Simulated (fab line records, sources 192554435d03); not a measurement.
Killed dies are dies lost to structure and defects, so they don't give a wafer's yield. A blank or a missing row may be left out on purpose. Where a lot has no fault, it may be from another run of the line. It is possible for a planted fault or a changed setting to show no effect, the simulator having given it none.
Comparing a struck lot with a sound one -- flow n5 finfet -- 15 steps out of a route of 1938
Sound: wafers L738.2, L738.3, L738.5. Wafers L743.3, L743.5, L743.6 were the ones struck. The cause comes at the end.
Order at every step that has rows: each side's tool, ch and its chambers, its first start. Under that, the readings that differ: sound wafers -- struck wafers -- difference of the means -- sigmas: that difference in standard deviations of wafers without a fault.
alike: readings whose means differ by less than 2 such deviations, and words and numbers that are the same on both sides. not compared: withheld readings, readings that some wafer has no value for, bounds like >300 that may hide the same value, and numbers for which the record gives no deviation and whose values overlap.
Wherever a step has rows on one side only, a row that says differs or no value, or a row with sigmas, the two part there. Numbers that have no deviation but don't overlap get no sigmas and don't part them. Lack of a reading on every wafer of one side parts them only where that side has two or more wafers.

first, 7 steps without rows for these wafers: N5_BEOL_M8_COAT_60 (time 60 s, resist thk 35 nm); N5_BEOL_M8_COAT_05 (resist thk 90 nm); N5_BEOL_M8_EBR_07; N5_BEOL_M8_SOFTBAKE_06 (time 60 s); N5_BEOL_M8_EXPOSE_08 (exposes mask M8); N5_BEOL_M8_PEB_09 (peb time 60 s); N5_BEOL_M8_DEVELOP_10 (develop time 30 s).
N5_BEOL_M8_CD_MEAS_11: the cd target is 38.5 nm.
  sound on cd sem-02 ch 0, day 8 20:23; struck on cd sem-02 ch 0, day 10 02:14
  alike: cd nm
N5_BEOL_M8_OVL_MEAS_12:
  sound on overlay-02 ch 0, day 8 20:25; struck on overlay-02 ch 0, day 10 02:16
  alike: M8_OVL
N5_BEOL_M8_INSPECT_13: inspects for defects (brightfield).
  struck on defect inspect-02, day 10 02:17; sound on defect inspect-01, day 8 20:26
  alike: raw defect count
N5_BEOL_M8_DESCUM_16: chemistry O2, time 7.9 s.
  sound on rie diel-06 ch 0,1, day 8 20:28; struck on rie diel-02 ch 1,2, day 10 02:19
  alike: drypump motor current A, oes product au, rf fwd power W, rf vpp V, showerhead plenum p Torr, throttle valve pct
  not compared: rf hours counter h
N5_BEOL_M8_ETCH_61: etches SiARC in CF4, target depth 45.5 nm, time 75.8 s.
  sound on rie diel-06 ch 0,1, day 8 20:30; struck on rie diel-02 ch 1,2, day 10 02:22
  alike: bias w, drypump motor current A, etch rf on time s, oes product au, rf fwd power W, rf vpp V, showerhead plenum p Torr, throttle valve pct
  not compared: rf hours counter h
N5_BEOL_M8_ETCH_62: etches SOC in N2/H2, target depth 110 nm, overetch 22 nm, time 165 s.
  sound on rie diel-06 ch 0,1, day 8 20:34; struck on rie diel-02 ch 1,2, day 10 02:25
reading,sound,struck,difference,sigmas
bias w (W),150.3 150.7 150.2,162.5 162.8 162.4,+12.2,+28
rf vpp V (V),527.9 521.6 522.4,550.9 547.8 550.6,+25.8,+10
model.SiARC_of_BEOL_M8_COAT_60.thk nm (nm),28.2 28.2 28.2,27.2 27.8 27.2,-0.8,
  alike: drypump motor current A, oes product au, rf fwd power W, showerhead plenum p Torr, throttle valve pct
  not compared: rf hours counter h
then, 1 step without rows for these wafers: N5_BEOL_M8_STRIP_68 (strips in N2/H2).
-- a jump in the record: the struck wafers' starts before and after are 3 days apart (it breaks off in module BEOL_M8 and resumes in module PASSIVATION, where the first step shown is number 1936 of the route) --
N5_PASSIVATION_PROBE_49:
  record: rows for the struck wafers here (prober-01, day 12 22:50), none for the sound ones

== WHERE THEY PART ==
At N5_BEOL_M8_ETCH_62 first; at N5_PASSIVATION_PROBE_49 last (within this record only).

WHY: the cause the simulator had injected
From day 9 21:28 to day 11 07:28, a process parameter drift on rie diel-02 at N5_BEOL_M8_ETCH_62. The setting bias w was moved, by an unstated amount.
